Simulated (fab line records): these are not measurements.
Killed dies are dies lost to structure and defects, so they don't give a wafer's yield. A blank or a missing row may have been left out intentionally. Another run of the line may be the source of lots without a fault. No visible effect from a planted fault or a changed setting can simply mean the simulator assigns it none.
Matching of chambers ; flow n5Finfet ; N5_BEOL_M2_CO_CAP_55 on cvdCo-01: 3 sister chambers
The step material Co, precursor CCTBA/H2, target thk 2 nm, time 102.1 s. 36 wafers are shown with their chamber, then 12 later ones without.

== WAFERS, EACH WITH ITS CHAMBER ==
wafer;chamber;heaterPowerW (W)
L083.1;1;306
L083.2;0;219
L083.5;2;210
L076.1;0;214
L076.5;2;217
L076.6;1;304
L080.1;1;310
L080.3;2;215
L080.4;0;217
L079.1;1;296
L079.2;0;216
L079.3;2;219
L081.1;0;215
L081.2;1;305
L081.4;2;217
L084.2;1;306
L084.4;2;213
L084.6;1;308
L085.1;2;216
L085.2;0;217
L085.3;1;301
L085.4;1;303
L085.5;0;216
L085.6;2;212
L086.1;1;296
L086.2;0;215
L086.4;1;297
L087.4;0;222
L087.5;1;303
L087.6;2;214
L090.1;0;217
L090.2;2;216
L090.4;2;214
L092.3;0;222
L092.4;1;303
L092.5;2;216

SIGNATURES, as means of the wafers listed above
reading;chamber 0;chamber 1;chamber 2;scatter within a chamber
heaterPowerW;217.27;302.92;214.92;3.37
Rule: a wafer lies at a distance from a chamber equal to the root of the sum of squares, over the readings, of (its reading less the chamber's mean, divided by the reading's scatter). If the next closest chamber is less than 2 further off than the closest, the wafer can't be placed; otherwise it belongs to the closest. How the scatter is found: for the shown wafers, subtract from each reading the mean of its chamber, square and add these, divide the total by (wafers less chambers), then take the root.

== WAFERS MISSING THEIR CHAMBER ==
wafer;heaterPowerW (W)
L093.1;304
L093.3;217
L093.5;219
L094.1;213
L094.2;303
L094.3;214
L094.4;214
L094.5;303
L094.6;223
L095.1;220
L095.5;215
L095.6;303

== WHICH CHAMBER EACH WENT THROUGH ==
wafer;from the rows above;in truth
L093.1;1;1
L093.3;can't be placed: 0 or 2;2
L093.5;can't be placed: 0 or 2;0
L094.1;can't be placed: 2 or 0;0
L094.2;1;1
L094.3;can't be placed: 2 or 0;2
L094.4;can't be placed: 2 or 0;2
L094.5;1;1
L094.6;can't be placed: 0 or 2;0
L095.1;can't be placed: 0 or 2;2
L095.5;can't be placed: 2 or 0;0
L095.6;1;1
Correctly placed: 4 of 12. Cannot be placed on the basis of these rows: 8; the candidates contain the true chamber in 8. Wrongly placed: 0.
